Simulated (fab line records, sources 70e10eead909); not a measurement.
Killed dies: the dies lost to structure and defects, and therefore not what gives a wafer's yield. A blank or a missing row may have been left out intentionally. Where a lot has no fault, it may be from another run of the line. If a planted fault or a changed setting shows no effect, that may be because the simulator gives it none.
fab line records	flow nandHarc
[record] lots = 6	wafers = 18	lastDay = 33
route steps=1302 shown A_CONTACT@1016 END@1302
lots that met no fault: from a run of the same line without faults
startH: hours from the record's first day to the start of the lot's first wafer shown	waitH: hours elapsed since this lot's preceding step	" unchanged from the row above	L1.1+2: one row covering several wafers at once	- no value, or no start was given	* or withheld: withheld	< > ~ a bound
route shown NAME@n: NAME is a module with steps in the file, n the number in the route of the first one	usual: average and standard deviation across the fault-free wafers	same: alike in all rows	chamber/n: place in a boat	sites: readings site by site	_std_site: their standard deviation	_edge_site: outer sites' mean less inner sites'	radiusMm: how far each site lies from the wafer's centre	mask NAME#n: copy n	behind: the tool/chamber that last shaped the wafer	hold: what put the lot on hold/how long, in hours/how the hold closed	device: names the non-switching transistor (n, p or np)	end of line: at the end of the route, the tests of the same wafers	a step given without rows: its recipe and nothing more	killed: dies that structure and defects cost at the first sort, which is not the same as the wafer's yield	map: a wafer's dies, marking killed ones x, the rest . and places with no die _
set.NAME: the setting the step ran with; set.NAME@STEP: the setting that earlier step ran with	model.NAME: the simulator's own value behind a step, which no gauge read
a table for each step, a row for each wafer; lots at some steps of the route
services: from which hour (startH, from the record's first day; less than 0 if before it) a tool's chamber was out of use, for how many hours, and why
[[steps]]
[step NHARC_A_CONTACT_ETCH_122]
[recipe] sourceW = withheld	pressureMtorr = 20	biasV = 3000	timeS = 190	targetDepthA = 18500	arFlowSccm = withheld	c4f8FlowSccm = withheld	o2FlowSccm = withheld	chemistry = C4F8/O2/Ar
[step NHARC_A_CONTACT_ETCH_123]
[recipe] sourceW = withheld	pressureMtorr = 20	biasV = 400	timeS = 490	targetDepthA = 21100	arFlowSccm = withheld	c4f8FlowSccm = 11.5	o2FlowSccm = 7.2	chemistry = C4F8/O2/Ar
[step NHARC_A_CONTACT_ETCH_90]
[recipe] targetDepthA = 400	overEtchFrac = 0.5	timeS = 85.7	ionEnergyEv = 120	ch3fFlowSccm = 50	o2FlowSccm = 30	arFlowSccm = 200	rfW = 500	biasW = 100	chemistry = CH3F/O2
[usual] drypumpMotorCurrentA = 5.7/0.43	mfcArSccm = 200.0/0.6	oesProductAu = 0.95/0.038	rfVppV = 243.7/1.3	showerheadPlenumPTorr = 2.41/0.082	throttleValvePct = 20.663/0.0087
lot.wafer	tool	chamber	startH	waitH	drypumpMotorCurrentA	mfcArSccm	oesProductAu	rfHoursCounterH	rfVppV	showerheadPlenumPTorr	throttleValvePct
L118.1	rieDiel-13	3	552.24	0.9	5.1	199.5	0.98	6	242.9	2.31	20.660
L118.2	"	0	"	"	5.9	199.3	0.99	6	244.9	2.51	20.669
L118.6	"	2	"	"	6.1	200.3	0.99	-	244.8	2.59	20.669
L116.2	rieDiel-06	1	560.25	0.9	4.9	200.2	0.98	10	243.1	2.39	20.674
L116.3	"	2	"	"	5.9	200.0	0.98	10	242.9	2.36	20.652
L116.1	"	3	"	"	5.9	199.9	0.99	9	244.5	2.43	20.655
L119.1	rieDiel-01	3	567.31	0.9	6.3	199.5	1.00	0	244.3	2.30	20.668
L119.2	"	1	"	"	5.6	200.2	1.03	0	245.7	2.52	20.665
L119.6	"	0	"	"	5.9	201.0	0.99	-	245.5	2.47	20.668
L122.4	rieDiel-06	0	594.85	0.7	6.2	200.3	0.95	16	242.7	2.34	20.651
L122.3	"	1	"	"	4.9	200.0	0.95	16	242.0	2.39	20.655
L122.5	"	3	"	"	5.9	199.6	0.96	-	242.5	2.42	20.669
L132.3	rieDiel-06	1	688.44	0.7	4.8	200.5	1.00	0	242.6	2.39	20.672
L132.1	"	3	"	"	5.9	200.8	0.91	3	243.5	2.42	20.650
L132.6	"	2	"	"	5.8	200.3	0.92	-	242.4	2.35	20.678
L135.3	rieDiel-06	0	719.84	0.7	6.2	199.8	0.96	7	244.1	2.33	20.652
L135.4	"	1	"	"	4.8	200.5	0.97	5	243.0	2.39	20.663
L135.6	"	0	"	"	6.1	199.2	0.97	-	243.1	2.33	20.668
[step NHARC_A_CONTACT_ETCH_96]
[recipe] targetDepthA = 200	overEtchFrac = 0.5	timeS = 10	ionEnergyEv = 250	c4f6FlowSccm = 25	o2FlowSccm = 20	arFlowSccm = 500	rfW = 600	biasW = 500	chemistry = C4F6/O2
[usual] drypumpMotorCurrentA = 5.8/0.42	mfcArSccm = 500.1/1.4	oesProductAu = 0.962/0.028	rfVppV = 545.5/2.7	showerheadPlenumPTorr = 3.86/0.13	throttleValvePct = 26.904/0.0097
lot.wafer	tool	chamber	startH	waitH	drypumpMotorCurrentA	mfcArSccm	oesProductAu	rfHoursCounterH	rfVppV	showerheadPlenumPTorr	throttleValvePct
L118.2	rieDiel-13	0	-	-	5.9	500.0	0.987	6	549.0	4.00	26.906
L118.1	"	1	"	"	5.6	501.9	0.988	7	548.3	4.03	26.921
L118.6	"	3	"	"	5.1	503.5	0.978	-	541.3	3.70	26.893
L116.1	rieDiel-06	3	-	-	5.9	499.8	0.989	9	545.9	3.87	26.893
L116.3	"	1	"	"	4.9	503.1	0.974	10	544.7	3.83	26.897
L116.2	"	2	"	"	5.8	497.8	0.979	10	544.4	3.78	26.900
L119.1	rieDiel-01	3	-	-	6.3	498.7	1.012	0	541.1	3.68	26.886
L119.2	"	0	"	"	5.9	501.9	0.993	0	547.6	3.94	26.892
L119.6	"	2	"	"	6.0	498.8	1.004	-	544.9	3.83	26.904
L122.4	rieDiel-06	2	-	-	5.9	499.0	0.971	11	544.0	3.78	26.916
L122.3	"	3	"	"	5.9	498.4	0.978	16	546.5	3.87	26.911
L122.5	"	2	"	"	5.9	498.8	0.963	-	543.8	3.77	26.890
L132.1	rieDiel-06	3	-	-	5.9	498.8	0.924	3	545.3	3.86	26.899
L132.3	"	1	"	"	4.8	499.8	0.992	0	543.7	3.82	26.901
L132.6	"	3	"	"	5.9	500.5	0.933	-	546.2	3.86	26.906
L135.3	rieDiel-06	2	-	-	5.9	500.2	0.973	7	542.0	3.76	26.908
L135.4	"	0	"	"	6.2	501.7	0.989	7	542.8	3.73	26.888
L135.6	"	2	"	"	5.9	498.6	0.973	-	543.9	3.76	26.895
[step NHARC_A_CONTACT_CD_MEAS_53]
[usual] cdNm = 289.8/0.84
lot.wafer	tool	chamber	startH	waitH	cdNm
L118.1	cdSem-02	-	552.46	-	289.7
L118.2	"	-	"	"	289.7
L118.6	"	-	"	"	290.4
L116.1	cdSem-01	-	560.46	-	289.9
L116.2	"	-	"	"	291.3
L116.3	"	-	"	"	290.7
L119.1	cdSem-02	-	567.53	-	290.7
L119.2	"	-	"	"	290.1
L119.6	"	-	"	"	291.0
L122.3	cdSem-02	-	595.06	-	290.9
L122.4	"	-	"	"	290.1
L122.5	"	-	"	"	290.2
L132.1	cdSem-02	-	688.66	-	289.8
L132.3	"	-	"	"	289.3
L132.6	"	-	"	"	288.4
L135.3	cdSem-02	-	720.06	-	290.4
L135.4	"	-	"	"	290.7
L135.6	"	-	"	"	290.5
[step NHARC_A_CONTACT_STRIP_99]
[recipe] n2FlowSccm = 150	h2FlowSccm = 150	arFlowSccm = 0	biasW = 0	chemistry = N2/H2
[step NHARC_A_CONTACT_STRIP_100]
[recipe] cf4FlowSccm = 100	chf3FlowSccm = 30	arFlowSccm = 0	biasW = 0	chemistry = CF4/CHF3
[step NHARC_A_CONTACT_STRIP_101]
[recipe] o2FlowSccm = 400	cosFlowSccm = 20	arFlowSccm = 0	biasW = 0	chemistry = O2/COS
[step NHARC_A_CONTACT_ETCH_102]
[recipe] targetDepthA = 1000	overetchA = 100	timeS = 55	ionEnergyEv = 100	cf4FlowSccm = 80	o2FlowSccm = 20	arFlowSccm = 0	rfW = 300	biasW = 100	chemistry = CF4/O2
[step NHARC_A_CONTACT_STRIP_55]
[recipe] o2FlowSccm = 500	arFlowSccm = 0	biasW = 0	chemistry = O2
[usual] drypumpMotorCurrentA = 5.8/0.43	mfcArSccm = 0.008/0.011	oesProductAu = 0.992/0.012	rfVppV = 57.7/0.83	showerheadPlenumPTorr = 3.46/0.11	throttleValvePct = 17.036/0.0095
lot.wafer	tool	chamber	startH	waitH	drypumpMotorCurrentA	mfcArSccm	oesProductAu	rfHoursCounterH	rfVppV	showerheadPlenumPTorr	throttleValvePct
L118.2	rieDiel-13	1	-	-	5.6	0.020	0.991	7	57.0	3.63	17.022
L118.1	"	2	"	"	6.1	0.010	0.996	9	57.6	3.71	17.033
L118.6	"	3	"	"	5.1	0	0.987	-	57.4	3.32	17.043
L116.2	rieDiel-06	3	-	-	5.9	0	0.986	9	58.2	3.48	17.042
L116.3	"	1	"	"	4.9	0.030	0.978	10	58.8	3.44	17.037
L116.1	"	2	"	"	5.8	0	0.977	10	58.3	3.39	17.033
L119.1	rieDiel-06	1	-	-	4.9	0.030	0.968	12	58.5	3.44	17.033
L119.2	"	3	"	"	5.9	0	0.985	11	58.6	3.48	17.030
L119.6	"	0	"	"	6.1	0	0.976	-	58.5	3.37	17.050
L122.4	rieDiel-06	0	-	-	6.1	0	0.994	16	58.1	3.36	17.031
L122.3	"	2	"	"	5.9	0	0.990	11	57.1	3.39	17.039
L122.5	"	1	"	"	4.9	0.030	0.978	-	59.6	3.44	17.037
L132.3	rieDiel-06	0	-	-	6.2	0	0.994	3	56.4	3.35	17.055
L132.1	"	1	"	"	4.9	0.030	0.988	0	57.6	3.43	17.030
L132.6	"	3	"	"	5.9	0	0.985	-	58.2	3.47	17.027
L135.3	rieDiel-06	2	-	-	5.8	0	0.983	7	57.2	3.38	17.028
L135.4	"	0	"	"	6.2	0	0.997	7	58.3	3.35	17.037
L135.6	"	1	"	"	4.8	0.030	0.997	-	57.4	3.43	17.026
[step NHARC_A_CONTACT_STRIP_56]
[recipe] timeS = 600	tempC = 30	chemistry = postEtchResidueRemover
[step NHARC_A_CONTACT_DEP_57]
[recipe] targetThkA = 53000	tempC = 400	material = aC
[usual] throttleValvePct = 35.000/0.0086
lot.wafer	tool	chamber	startH	waitH	throttleValvePct
L118.1	aclDep-02	0	558.14	-	35.002
L118.2	"	0	"	"	35.004
L118.6	"	0	560.76	-	35.004
L116.1	aclDep-02	0	567.58	-	35.016
L116.2	"	0	"	"	35.009
L116.3	"	0	"	"	34.993
L119.1	aclDep-03	0	570.85	-	34.999
L119.2	"	0	"	"	35.003
L119.6	"	0	573.51	-	34.993
L122.3	aclDep-01	0	597.08	-	35.013
L122.4	"	0	"	"	34.997
L122.5	"	0	"	"	34.991
L132.1	aclDep-02	0	689.65	-	35.006
L132.3	"	0	690.73	-	34.986
L132.6	"	0	692.35	-	34.995
L135.3	aclDep-02	0	723.23	-	34.999
L135.4	"	0	"	"	34.986
L135.6	"	0	724.85	-	34.994
[step NHARC_A_CONTACT_DEP_58]
[recipe] targetThkA = 900	targetThkNm = 90	tempC = 400	pressureTorr = 3.5	flowSccm = 200	rfW = 350	material = SiON
[usual] chamberPressureTorr = 3.500/0.0086	heaterPowerW = 821/74
lot.wafer	tool	chamber	startH	waitH	chamberPressureTorr	heaterPowerW
L118.2	pecvd-04	1	561.31	2.1	3.521	811
L118.1	"	2	"	"	3.499	860
L118.6	"	2	"	"	3.497	870
L116.2	pecvd-02	1	570.87	2.2	3.511	762
L116.3	"	2	"	"	3.511	777
L116.1	"	0	"	"	3.482	777
L119.1	pecvd-04	0	574.09	2.7	3.495	856
L119.2	"	1	"	"	3.507	950
L119.6	"	0	"	"	3.498	863
L122.3	pecvd-04	0	599.56	1.9	3.504	821
L122.5	"	2	"	"	3.491	803
L122.4	"	0	"	"	3.501	827
L132.3	pecvd-04	1	692.91	1.6	3.509	851
L132.1	"	2	"	"	3.520	755
L132.6	"	2	"	"	3.496	796
L135.3	pecvd-04	1	725.50	1.7	3.498	881
L135.4	"	2	"	"	3.496	795
L135.6	"	1	"	"	3.516	910
[step NHARC_A_CONTACT_DEHYDRATE_59]
[recipe] tempC = 150	timeS = 120
[step NHARC_A_CONTACT_HMDS_60]
[recipe] timeS = 30
[step NHARC_A_CONTACT_COAT_61]
[recipe] tempC = 260	timeS = 75
[step NHARC_A_CONTACT_COAT_62]
[recipe] tempC = 225	timeS = 65
[step NHARC_A_CONTACT_COAT_63]
[recipe] spinRpm = 1500	resistThkNm = 90
[step NHARC_A_CONTACT_SOFTBAKE_64]
[recipe] tempC = 105	timeS = 55
[step NHARC_A_CONTACT_EBR_65]
[step NHARC_A_CONTACT_EXPOSE_66]
[recipe] na = 1.35	sigmaOuter = 0.8	doseMj = 59.02	maskId = A_CC_2
[step NHARC_A_CONTACT_PEB_67]
[recipe] pebTempC = 100	pebTimeS = 65
[step NHARC_A_CONTACT_DEVELOP_68]
[recipe] developTimeS = 35	devTempC = 23
[step NHARC_A_CONTACT_CD_MEAS_69]
[recipe] targetCdNm = 300	landingEnergyEv = 500
[usual] cdNm = 299.7/0.61
lot.wafer	tool	chamber	startH	waitH	cdNm
L118.1	cdSem-01	0	561.90	-	299.6
L118.2	"	0	"	"	300.5
L118.6	"	0	"	"	299.8
L116.1	cdSem-02	0	571.58	-	299.7
L116.2	"	0	"	"	300.1
L116.3	"	0	"	"	299.9
L119.1	cdSem-01	0	574.78	-	300.1
L119.2	"	0	"	"	300.1
L119.6	"	0	"	"	299.9
L122.3	cdSem-01	0	600.14	-	299.2
L122.4	"	0	"	"	299.9
L122.5	"	0	"	"	298.4
L132.1	cdSem-02	0	693.63	-	298.7
L132.3	"	0	"	"	300.0
L132.6	"	0	"	"	299.9
L135.3	cdSem-01	0	726.23	-	299.4
L135.4	"	0	"	"	299.4
L135.6	"	0	"	"	299.1
[step NHARC_A_CONTACT_OVL_MEAS_70]
[usual] overlayXNm = -0.3/0.79	overlayYNm = 0.0/0.87
lot.wafer	tool	chamber	startH	waitH	overlayXNm	overlayYNm
L118.1	overlay-01	-	561.99	-	-0.6	0.6
L118.2	"	-	"	"	-1.1	1.0
L118.6	"	-	"	"	-1.2	0.3
L116.1	overlay-02	-	571.67	-	-0.1	-0.8
L116.2	"	-	"	"	-0.6	-0.3
L116.3	"	-	"	"	-0.7	-0.2
L119.1	overlay-01	-	574.87	-	-0.5	-0.5
L119.2	"	-	"	"	0.0	-0.6
L119.6	"	-	"	"	-0.5	0.2
L122.3	overlay-01	-	600.23	-	-0.1	0.3
L122.4	"	-	"	"	-0.3	0.8
L122.5	"	-	"	"	-0.2	0.3
L132.1	overlay-02	-	693.72	-	-0.9	1.2
L132.3	"	-	"	"	-1.4	0.6
L132.6	"	-	"	"	-1.8	0.7
L135.3	overlay-02	-	726.32	-	0.1	0.1
L135.4	"	-	"	"	0.2	-0.7
L135.6	"	-	"	"	0.3	-0.5
[step NHARC_A_CONTACT_INSPECT_71]
[usual] rawDefectCount = 80/43
lot.wafer	tool	chamber	startH	waitH	hold	rawDefectCount
L118.1	defectInspect-01	-	562.03	0.0	-	72
L118.2	"	-	"	"	-	54
L118.6	"	-	"	"	-	74
L116.1	defectInspect-02	-	571.71	0.0	-	31
L116.2	"	-	"	"	-	33
L116.3	"	-	"	"	-	16
L119.1	defectInspect-02	-	574.91	0.0	awaitDispo/0.2h/release	849
L119.2	"	-	"	"	awaitDispo/0.2h/release	782
L119.6	"	-	"	"	awaitDispo/0.2h/release	802
L119.1	defectInspect-02	-	575.08	0.2	-	832
L119.2	"	-	"	"	-	779
L119.6	"	-	"	"	-	809
L122.3	defectInspect-02	-	600.26	0.0	awaitDispo/0.2h/release	704
L122.4	"	-	"	"	awaitDispo/0.2h/release	657
L122.5	"	-	"	"	awaitDispo/0.2h/release	722
L122.3	defectInspect-02	-	600.44	0.2	-	699
L122.4	"	-	"	"	-	668
L122.5	"	-	"	"	-	707
L132.1	defectInspect-02	-	693.75	0.0	-	28
L132.3	"	-	"	"	-	31
L132.6	"	-	"	"	-	21
L135.3	defectInspect-01	-	726.36	0.0	-	18
L135.4	"	-	"	"	-	19
L135.6	"	-	"	"	-	16
[step NHARC_A_CONTACT_DESCUM_74]
[recipe] timeS = 3	o2FlowSccm = 200	arFlowSccm = 0	biasPowerW = 0	chemistry = O2
[usual] drypumpMotorCurrentA = 5.7/0.44	mfcArSccm = 0.007/0.011	oesProductAu = 0.992/0.011	rfVppV = 57.6/0.91	showerheadPlenumPTorr = 1.88/0.068	throttleValvePct = 11.312/0.0082
lot.wafer	tool	chamber	startH	waitH	hold	drypumpMotorCurrentA	mfcArSccm	oesProductAu	rfHoursCounterH	rfVppV	showerheadPlenumPTorr	throttleValvePct
L118.2	rieDiel-06	2	562.09	0.1	-	5.8	0	0.978	10	58.5	1.83	11.309
L118.1	"	3	"	"	-	5.8	0	0.987	9	58.4	1.89	11.315
L118.6	"	2	"	"	-	5.9	0	0.982	-	57.6	1.83	11.314
L116.2	rieDiel-13	0	571.77	0.1	-	5.9	0.001	0.995	11	58.8	1.95	11.306
L116.1	"	1	"	"	-	5.5	0.020	1.004	14	57.6	1.97	11.313
L116.3	"	2	"	"	-	6.1	0.010	1.002	14	58.7	2.02	11.315
L119.2	rieDiel-13	3	581.83	6.7	awaitDispo/6.7h/release	5.1	0	0.986	15	55.9	1.79	11.317
L119.1	"	0	"	"	awaitDispo/6.7h/release	5.9	0.001	1.002	15	57.9	1.95	11.317
L119.6	"	2	"	"	awaitDispo/6.7h/release	6.1	0.010	1.003	-	58.8	2.02	11.311
L122.4	rieDiel-06	3	602.93	2.5	awaitDispo/2.4h/release	5.9	0	0.990	17	58.5	1.88	11.310
L122.3	"	0	"	"	awaitDispo/2.4h/release	6.1	0	0.989	17	59.5	1.82	11.314
L122.5	"	2	"	"	awaitDispo/2.4h/release	5.8	0	0.967	-	56.0	1.83	11.302
L132.1	rieDiel-06	1	693.84	0.1	-	4.8	0.030	0.992	2	58.6	1.85	11.305
L132.3	"	2	"	"	-	5.8	0	0.995	4	58.2	1.83	11.307
L132.6	"	1	"	"	-	4.8	0.030	0.994	-	56.2	1.85	11.314
L135.4	rieDiel-06	2	726.42	0.1	-	5.8	0	0.985	9	57.7	1.83	11.312
L135.3	"	0	"	"	-	6.1	0	1.008	8	57.2	1.81	11.316
L135.6	"	3	"	"	-	5.9	0	0.982	-	56.5	1.88	11.295
[step NHARC_END_SORT_01]
[recipe] tempC = 25
[usual] killedAtArray = 54/21	killedAtOther = 0.9/1.1	killedAtPeriphery = 3.5/2.5	killedDies = 58/21	killedOpen = 3.3/1.9	killedShort = 2.6/1.8
[same] grossDies = 677
lot.wafer	tool	chamber	startH	waitH	killedAtArray	killedAtOther	killedAtPeriphery	killedDies	killedOpen	killedShort
L119.1	prober-02	0	672.52	2.5	177	0	1	178	3	1
L119.2	prober-02	0	673.33	2.8	146	1	7	154	2	2
L119.6	prober-02	0	676.56	4.0	169	0	7	176	2	1
L122.3	prober-02	0	690.45	3.1	156	0	2	158	5	0
L122.4	prober-02	0	691.25	3.4	134	0	3	137	2	4
L122.5	prober-02	0	692.05	3.7	146	0	2	148	3	0
L132.1	prober-01	0	755.67	2.5	37	2	2	41	1	2
L132.3	prober-01	0	757.27	3.1	29	1	2	32	0	3
L132.6	prober-01	0	759.66	4.0	21	0	4	25	1	1
// killed by level:class
L119.1 A_CONTACT:unspecified=87 A_CHANNEL_HOLE_D1:chamberFilmFlake=36 A_CHANNEL_HOLE_D2:chamberFilmFlake=26 A_SLIT:chamberFilmFlake=19 A_CONTACT:chamberFilmFlake=3 A_STAIRCASE:chamberFilmFlake=2 A_ONON_D2:geometricParticle:open=1 A_CHANNEL_FILL_D2:geometricParticle:short=1
L119.2 A_CONTACT:unspecified=84 A_CHANNEL_HOLE_D2:chamberFilmFlake=31 A_SLIT:chamberFilmFlake=13 A_CHANNEL_HOLE_D1:chamberFilmFlake=9 P_M2:chamberFilmFlake=5 A_CONTACT:chamberFilmFlake=3 A_STAIRCASE:chamberFilmFlake=2 P_GATE:geometricParticle:open=1
L119.6 A_CONTACT:unspecified=84 A_CHANNEL_HOLE_D2:chamberFilmFlake=27 A_CHANNEL_HOLE_D1:chamberFilmFlake=27 A_SLIT:chamberFilmFlake=17 P_M2:chamberFilmFlake=4 A_DECK1_JOINT:chamberFilmFlake=3 A_STAIRCASE:chamberFilmFlake=2 A_CONTACT:chamberFilmFlake=2
L122.3 A_CONTACT:unspecified=94 A_CHANNEL_HOLE_D1:chamberFilmFlake=35 A_CHANNEL_HOLE_D2:chamberFilmFlake=14 A_CONTACT:chamberFilmFlake=4 A_DECK1_JOINT:geometricParticle:open=2 A_STAIRCASE:chamberFilmFlake=2 A_CHANNEL_HOLE_D1:geometricParticle:open=1 A_ONON_D2:geometricParticle:open=1
L122.4 A_CONTACT:unspecified=83 A_CHANNEL_HOLE_D1:chamberFilmFlake=28 A_CHANNEL_HOLE_D2:chamberFilmFlake=12 A_STAIRCASE:chamberFilmFlake=3 A_BLC:geometricParticle:open=2 A_CONTACT:chamberFilmFlake=2 A_BLC:chamberFilmFlake=2 P_M0:geometricParticle:short=1
L122.5 A_CONTACT:unspecified=82 A_CHANNEL_HOLE_D1:chamberFilmFlake=31 A_CHANNEL_HOLE_D2:chamberFilmFlake=20 A_WL_FILL:chamberFilmFlake=4 A_BLC:chamberFilmFlake=2 A_DECK1_JOINT:geometricParticle:open=1 A_SLIT:geometricParticle:open=1 A_BONDPAD:geometricParticle:open=1
L132.1 A_CHANNEL_HOLE_D1:chamberFilmFlake=16 A_SLIT:chamberFilmFlake=9 A_CONTACT:chamberFilmFlake=8 THIN_TSV:chamberFilmFlake=2 A_ONON_D2:geometricParticle:short=1 A_CHANNEL_HOLE_D2:geometricParticle:short=1 A_SGD_CUT:geometricParticle:open=1 P_GATE:chamberFilmFlake=1
L132.3 A_CHANNEL_HOLE_D1:chamberFilmFlake=11 A_SLIT:chamberFilmFlake=6 A_CONTACT:chamberFilmFlake=6 A_STAIRCASE:chamberFilmFlake=2 A_SOURCE_PLATE:geometricParticle:short=1 A_CHANNEL_HOLE_D1:geometricParticle:short=1 A_WL_FILL:geometricParticle:short=1 P_STI:chamberFilmFlake=1
L132.6 A_CHANNEL_HOLE_D1:chamberFilmFlake=9 A_SLIT:chamberFilmFlake=4 A_CONTACT:chamberFilmFlake=4 P_GATE:chamberFilmFlake=2 A_CHANNEL_HOLE_D2:chamberFilmFlake=2 P_M1:geometricParticle:open=1 A_SOURCE_PLATE:geometricParticle:short=1 P_STI:chamberFilmFlake=1
// map L119.1 (x killed, . not)
____________x____________
_________..xxxx._________
_______.xx.xxxxx.x_______
______....xxxx.....______
_____.....xx....x..x_____
____.......x...xxxxxx____
____...........xx.xx.____
___.........x..xxxxx..___
___...........xxxxxx..___
__............x..xxx..x__
__..............xxxx...__
_..............xx......._
_.......x.......x.x....._
_.....x..x.......x......_
_.x...x.xx.............._
_....xxxx..............._
.....x.xx.x..............
x....xxxxxx..............
...xxxxxxxxx.............
......xxxxx..x...........
.....xxxxxxx.............
_..xxxxxxxxxxx.........._
_....xxxxxxxxx.........._
_...xxxxxxxxx..........._
_....xxxxxxxx..........._
_...xxxxxxxxxx.........._
__....xxxxxxxx.........__
__.x.x.xxxxx...........__
___...xxxxxxx.........___
___.....xxx...........___
____...x.xx.......x..____
____.................____
_____..............._____
______.............______
_______..........._______
_________......._________
____________.____________
// map L122.3 (x killed, . not)
____________x____________
_________.xxxxx._________
_______...x...x..._______
______......x.x..xx______
_____.....xxx...xxx._____
____........x.x.xxxx.____
____........x...xxx..____
___.............xxxx..___
___............xxxxxx.___
__..............xx.x...__
__.............xxxx..x.__
_...............x..x...._
_.............x.xxxx...._
_................x......_
_.................x....._
_......................._
.........................
.xx.....x.x..............
......xxxxxx.............
.....x.xxxxxx............
.....xxxxxxxxx...........
_...xxxxxxxxx..........._
_...xxxxxxxx.x.....x...._
_.....xxxxxxxx.........._
_....xxxxxxxx..........._
_..xxxxxxxxxx..........._
__...xxxxxxxx..........__
__....xxxxxxx........x.__
___...xxxxxx.....x....___
___....xx.x...........___
____..x.xx...........____
____.................____
_____..............._____
______...x.x.......______
_______.x........._______
_________......._________
____________.____________
[[services]]
tool	chamber	startH	hours	kind
rieDiel-13	3	528.53	2.8	repair
rieDiel-06	0	542.20	-	clean
rieDiel-06	1	542.20	-	clean
rieDiel-06	2	542.20	-	clean
rieDiel-06	3	542.20	-	clean
aclDep-01	-	553.30	13.0	pm
rieDiel-06	0	566.78	-	clean
rieDiel-06	1	566.78	-	clean
rieDiel-06	2	566.78	-	clean
rieDiel-01	2	573.91	10.4	repair
rieDiel-13	-	586.75	0.2	repair
pecvd-02	-	589.15	13.0	pm
aclDep-02	-	609.28	13.0	pm
pecvd-04	1	626.18	16.6	repair
aclDep-02	-	626.38	0.8	repair
rieDiel-01	0	630.12	3.1	repair
rieDiel-06	-	660.48	0.3	repair
aclDep-03	-	665.44	13.0	pm
rieDiel-01	0	665.61	2.4	repair
rieDiel-06	1	670.89	15.1	repair
pecvd-02	1	684.03	18.9	repair
rieDiel-13	-	697.16	9.0	pm
pecvd-02	-	716.23	2.9	repair
pecvd-04	0	722.01	3.7	repair
[[key]]
[firstSign] step = NHARC_A_CONTACT_INSPECT_71	reading = visit	direction = added
[effect] step = NHARC_A_CONTACT_INSPECT_71	reading = rawDefectCount	direction = up	sigmas = 16	usual = 80	struck = 753
[effect] step = NHARC_END_SORT_01	reading = killedAtArray	direction = up	sigmas = 4.8	usual = 54	struck = 155
[moreKillsBornAt] NHARC_A_CONTACT_DEP_58@pecvd-04 = 514
metAt NHARC_A_CONTACT_DEP_58
struckWafers L119.1,L119.2,L119.6,L122.3,L122.4,L122.5
testerLeftOut L119,L122
onsetBetween 561.31 574.09
[fault] kind = chamberParticleSource	tool = pecvd-04	chamber = -	onsetH = 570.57	steps = NHARC_A_CONTACT_DEP_58	ratePerVisitCm2 = 1.0159	endH = 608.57
// testerLeftOut: of these lots the tester's yield and bins aren't shown, on N5 and GAA mostly nor the transistor test; their killed dies are dies lost to structure and defects alone, not to doping, threshold or leakage, so they don't give the yield
